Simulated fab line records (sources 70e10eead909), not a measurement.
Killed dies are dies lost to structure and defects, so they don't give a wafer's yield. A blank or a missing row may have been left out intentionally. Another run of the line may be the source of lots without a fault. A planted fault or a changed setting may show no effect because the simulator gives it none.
Which of the tools did it? -- flow nand-harc -- 12 lots with 36 wafers sampled at 6 steps, on a route of 1159 steps

WHAT THE GAUGES SHOWED, per wafer
NHARC_P_M1_THK_MEAS_24: measures by xrf. Usual: thk-nm at 157.6 nm, with a standard deviation of 1.4.
lot,measured,on,thk-nm (nm),flag
L698,day 6 21:28,film-metro-01,157.9 156.7 159.5,
L699,day 6 21:52,film-metro-02,159.4 158.2 156.1,
L701,day 7 08:34,film-metro-02,157.8 158.4 156.5,
L703,day 8 01:26,film-metro-02,157.6 155.6 160.5,
L705,day 8 09:33,film-metro-01,156.5 157.3 159.2,
L707,day 8 15:29,film-metro-01,158.6 160.0 158.4,
L706,day 8 21:30,film-metro-01,160.4 160.9 159.4,
L708,day 9 09:32,film-metro-01,157.0 157.9 157.2,
L709,day 9 11:18,film-metro-02,157.7 156.6 157.8,
L713,day 10 08:26,film-metro-02,155.9 158.3 157.7,
L712,day 10 08:44,film-metro-02,155.5 156.5 155.5,
L717,day 11 03:20,film-metro-02,157.5 156.1 158.7,

NHARC_P_M2_CD_MEAS_09: the cd target is 170 nm. Usual: cd-nm at 169.7 nm, with a standard deviation of 0.56.
lot,measured,on,cd-nm (nm),flag
L698,day 6 22:53,cd-sem-01,170.0 169.4 170.4,
L699,day 6 23:25,cd-sem-03,169.9 169.5 170.1,
L701,day 7 10:00,cd-sem-01,170.0 169.8 170.0,
L703,day 8 02:52,cd-sem-02,168.4 169.6 169.1,
L705,day 8 11:06,cd-sem-02,170.0 169.0 169.1,
L707,day 8 16:56,cd-sem-01,169.5 169.4 168.9,
L706,day 8 22:56,cd-sem-02,170.1 170.1 169.5,
L708,day 9 11:17,cd-sem-02,169.5 170.0 168.9,
L709,day 9 13:30,cd-sem-03,169.6 169.6 169.4,
L713,day 10 09:58,cd-sem-02,203.0 168.8 170.2,OFF
L712,day 10 10:18,cd-sem-03,170.6 170.0 168.8,
L717,day 11 04:53,cd-sem-03,170.0 170.6 170.1,

NHARC_P_M2_OVL_MEAS_10: pitch 340 nm. Usual: overlay-x-nm 0.0 nm, standard deviation 0.96; overlay-y-nm -0.1 nm, standard deviation 0.8.
lot,measured,on,overlay-x-nm (nm),overlay-y-nm (nm),flag
L698,day 6 22:59,overlay-01,0.8 1.1 0.5,-1.2 -1.1 -1.2,
L699,day 6 23:30,overlay-01,-0.6 -1.3 -0.5,1.5 1.2 1.8,
L701,day 7 10:05,overlay-01,0.3 0.3 0.4,1.4 0.9 0.8,
L703,day 8 02:56,overlay-02,-0.3 0.2 -0.3,-0.1 0.2 0.0,
L705,day 8 11:11,overlay-01,-0.3 -1.0 -0.2,0.2 0.5 0.3,
L707,day 8 17:02,overlay-02,-0.9 -1.2 -1.5,0.8 0.8 1.0,
L706,day 8 23:01,overlay-02,-0.2 -0.1 -0.3,0.1 -0.2 -0.2,
L708,day 9 11:22,overlay-02,-0.3 -0.1 -0.4,0.1 0.0 -0.1,
L709,day 9 13:35,overlay-01,0.0 0.0 0.5,0.2 0.4 0.3,
L713,day 10 10:04,overlay-01,1.5 0.4 1.8,0.7 0.9 0.7,
L712,day 10 10:24,overlay-01,-0.2 -0.2 -0.5,-1.0 0.0 -1.0,
L717,day 11 04:58,overlay-02,0.1 -0.1 -0.1,-1.3 -1.4 -1.9,

NHARC_END_SORT_01. Usual: defect-limited-yield 95.3 %, standard deviation 1.6; killed-at-array 27, standard deviation 12; killed-at-other 0.8, standard deviation 1; killed-at-periphery 4.0, standard deviation 2.5; killed-dies 32, standard deviation 11; killed-open 3.3, standard deviation 1.8; killed-short 2.0, standard deviation 1.5; sort_bin_2_pct 1.5 %, standard deviation 0.59; sort_bin_3_pct 0.27 %, standard deviation 0.22; sort_bin_4_pct 3.0 %, standard deviation 1.1; sort-n-pass 645, standard deviation 11; sort-rim-yield-pct 95.6 %, standard deviation 2.7; sort-yield-pct 95.3 %, standard deviation 1.6.
lot,measured,on,defect-limited-yield (%),killed-at-array,killed-at-other,killed-at-periphery,killed-dies,killed-open,killed-short,sort_bin_2_pct (%),sort_bin_3_pct (%),sort_bin_4_pct (%),sort-n-pass,sort-rim-yield-pct (%),sort-yield-pct (%),flag
L699,day 20 00:45,prober-01,94.8 94.4 94.7,30 32 30,0 0 0,5 6 6,35 38 36,3 4 5,2 3 2,1.6 2.1 1.5,0.44 0.15 0.30,3.1 3.4 3.5,642 639 641,95.3 95.3 96.2,94.8 94.4 94.7,
L701,day 20 11:19,prober-02,93.5 92.8 94.5,38 44 34,0 1 0,6 4 3,44 49 37,3 5 3,5 4 1,1.5 1.9 1.2,0.74 0.44 0.59,4.3 4.9 3.7,633 628 640,94.3 88.7 98.1,93.5 92.8 94.5,
L707,day 21 09:26,prober-01,96.5 95.3 94.8,23 24 28,0 0 0,1 8 7,24 32 35,1 4 9,2 1 3,1.6 1.5 1.8,0.15 0 0.30,1.8 3.2 3.1,653 645 642,94.3 95.3 98.1,96.5 95.3 94.8,
L708,day 22 00:13,prober-02,95.1 92.3 93.6,31 46 41,0 2 0,2 4 2,33 52 43,3 4 4,2 6 0,1.5 1.8 2.4,0.59 0.30 0,2.8 5.6 4.0,644 625 634,88.7 94.3 100.0,95.1 92.3 93.6,
L713,day 23 15:55,prober-01,93.8 92.2 92.5,38 51 49,1 0 0,3 2 2,42 53 51,6 5 3,1 0 1,2.2 2.2 1.9,0.44 0.30 0.15,3.5 5.3 5.5,635 624 626,97.2 92.5 93.4,93.8 92.2 92.5,
L712,day 23 05:07,prober-02,96.6 96.2 97.6,17 13 12,1 1 0,5 12 4,23 26 16,5 4 3,0 5 1,0.7 1.6 0.4,0.15 0.15 0.30,2.5 2.1 1.6,654 651 661,92.5 99.1 96.2,96.6 96.2 97.6,

WHAT TOOL EACH LOT RAN ON (gives the tool, then ch and the chambers of the sampled wafers, and finally the start)
lot,NHARC_P_M1_DEP_33,NHARC_P_M2_EXPOSE_06
L698,"pecvd-04 ch 0,1,2, day 6 21:54","arfi-scanner-02 ch 0, day 6 22:45"
L699,"pecvd-01 ch 1,2, day 6 22:13","arfi-scanner-01 ch 0, day 6 23:16"
L701,"pecvd-04 ch 0,2, day 7 08:53","arfi-scanner-01 ch 0, day 7 09:52"
L703,"pecvd-01 ch 0,2, day 8 01:44","arfi-scanner-03 ch 0, day 8 02:43"
L705,"pecvd-04 ch 0,1,2, day 8 09:54","arfi-scanner-03 ch 0, day 8 10:58"
L707,"pecvd-01 ch 0,1, day 8 15:47","arfi-scanner-03 ch 0, day 8 16:48"
L706,"pecvd-01 ch 0,1,2, day 8 21:56","arfi-scanner-03 ch 0, day 8 22:48"
L708,"pecvd-03 ch 0,1, day 9 10:02","arfi-scanner-01 ch 0, day 9 11:08"
L709,"pecvd-03 ch 0,1,2, day 9 12:08","arfi-scanner-03 ch 0, day 9 13:22"
L713,"pecvd-01 ch 0,1,2, day 10 08:46","arfi-scanner-03 ch 0, day 10 09:49"
L712,"pecvd-04 ch 1,2, day 10 09:02","arfi-scanner-02 ch 0, day 10 10:10"
L717,"pecvd-04 ch 0,1,2, day 11 03:38","arfi-scanner-02 ch 0, day 11 04:44"
- NHARC_P_M1_DEP_33: deposits SiCN, target thk 30 nm.
- NHARC_P_M2_EXPOSE_06: exposes mask P M2, target cd 170 nm.

AS READ BY THE TOOLS THEMSELVES (means over the sampled wafers that have a number; for cases with no such wafer, the mark the record gives instead)
NHARC_P_M1_DEP_33. Usual: heater-power-w at 595 W, with a standard deviation of 86.
lot,tool,heater-power-w (W),flag
L698,pecvd-04,564,
L699,pecvd-01,692,
L701,pecvd-04,612,
L703,pecvd-01,695,
L705,pecvd-04,575,
L707,pecvd-01,526,
L706,pecvd-01,600,
L708,pecvd-03,610,
L709,pecvd-03,638,
L713,pecvd-01,587,
L712,pecvd-04,617,
L717,pecvd-04,600,

THE ANSWER, worked out from the rows above alone
Rule: a lot is off if the mean of its wafers that have a number lies more than 3 standard deviations from the usual mean. Also off: a lot with no number at a reading for which 4 or more lots have one. Any other lot the step has rows for is counted as sound. Order of review: gauges by route order, followed by the tools' own readings, for which a lot's mean as printed above is used. At the first step where some lot is off, the reading lying furthest off is the one used; lots without a number count as furthest.
Off at NHARC_P_M2_CD_MEAS_09 (cd-nm): L713.
If a tool, at a process step before that reading, ran all the lots that are off and no sound lot after the first of them, it fits. The gauges at NHARC_P_M2_CD_MEAS_09 are tried like those tools. Can't be told from this: 3 tools fit, pecvd-01 at NHARC_P_M1_DEP_33, arfi-scanner-03 at NHARC_P_M2_EXPOSE_06, cd-sem-02 at NHARC_P_M2_CD_MEAS_09.

WHAT THE SIMULATOR HAD PUT IN
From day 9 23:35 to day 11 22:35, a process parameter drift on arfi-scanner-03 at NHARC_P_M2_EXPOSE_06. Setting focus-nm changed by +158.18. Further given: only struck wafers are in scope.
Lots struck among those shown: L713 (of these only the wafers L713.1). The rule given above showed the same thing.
